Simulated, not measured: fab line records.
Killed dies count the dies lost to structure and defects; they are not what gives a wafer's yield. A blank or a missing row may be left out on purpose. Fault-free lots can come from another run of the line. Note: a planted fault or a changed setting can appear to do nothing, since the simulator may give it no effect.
Which of the tools did it? -- flow nand harc -- at 1 step of a route of 1302, 12 lots with 36 wafers sampled

== WHAT THE GAUGES SHOWED, per wafer ==
NHARC_A_CHANNEL_HOLE_D1_OVL_MEAS_11.
lot,measured,on,overlay x nm (nm),overlay y nm (nm)
L421,day 9 06:48,overlay-01,1.3 0.3 0.9,0.1 0.5 0.3
L422,day 9 21:01,overlay-02,0.4 -0.3 0.0,-0.3 -0.3 0.2
L427,day 11 20:17,overlay-02,-1.5 -1.3 -1.5,0.9 0.6 0.7
L428,day 12 03:28,overlay-02,1.6 1.6 1.4,0.0 0.2 -0.1
L431,day 13 05:40,overlay-02,0.1 0.3 -0.1,0.8 0.5 0.7
L434,day 14 09:26,overlay-02,0.1 0.9 -0.2,0.3 0.5 0.1
L435,day 15 03:53,overlay-02,-0.1 -1.3 -0.8,-1.1 -0.4 -0.5
L437,day 16 03:09,overlay-01,0.5 0.1 0.7,1.0 0.8 1.0
L439,day 16 19:34,overlay-01,-0.7 -0.4 0.0,0.4 0.0 -0.3
L440,day 17 19:31,overlay-01,0.0 0.2 0.2,-0.3 -0.6 -0.2
L441,day 17 21:26,overlay-01,-0.1 -0.6 -0.1,0.6 0.5 0.8
L442,day 17 23:10,overlay-01,0.1 -0.1 -0.4,1.0 0.8 1.7

== TOOL THAT RAN EACH LOT (tool first, then ch and the chambers of the sampled wafers, then the start) ==
No process step before these readings appears in the record.

== AS READ BY THE TOOLS THEMSELVES (means over the sampled wafers that have a number; for cases with no such wafer, the mark the record gives instead) ==
The record holds no such reading with a usual standard deviation.

== THE ANSWER, worked out from the rows above alone ==
Rule: the usual values come from the lots themselves. The widest of any qualifying gaps counts: lots, ordered by their means at a reading, are off when they make up no more than a third of the lots, leave a main group of 4 or more, and stand apart from it by 3 or more times the standard deviation of that group's means. Not used: any main group whose means are identical at the precision the tables above print for the reading. Also off: a lot with no number at a reading for which 4 or more lots have one. Any other lot the step has rows for is counted as sound. After the gauges, taken in route order, come the tools' own readings; for these a lot's mean is taken, as printed above. The first step at which some lot is off is used, and at that step the reading that is off furthest; a lot without a number counts as furthest.
None of the lots is off at any reading shown; this tells nothing.

== WHAT HAD BEEN PUT IN BY THE SIMULATOR ==
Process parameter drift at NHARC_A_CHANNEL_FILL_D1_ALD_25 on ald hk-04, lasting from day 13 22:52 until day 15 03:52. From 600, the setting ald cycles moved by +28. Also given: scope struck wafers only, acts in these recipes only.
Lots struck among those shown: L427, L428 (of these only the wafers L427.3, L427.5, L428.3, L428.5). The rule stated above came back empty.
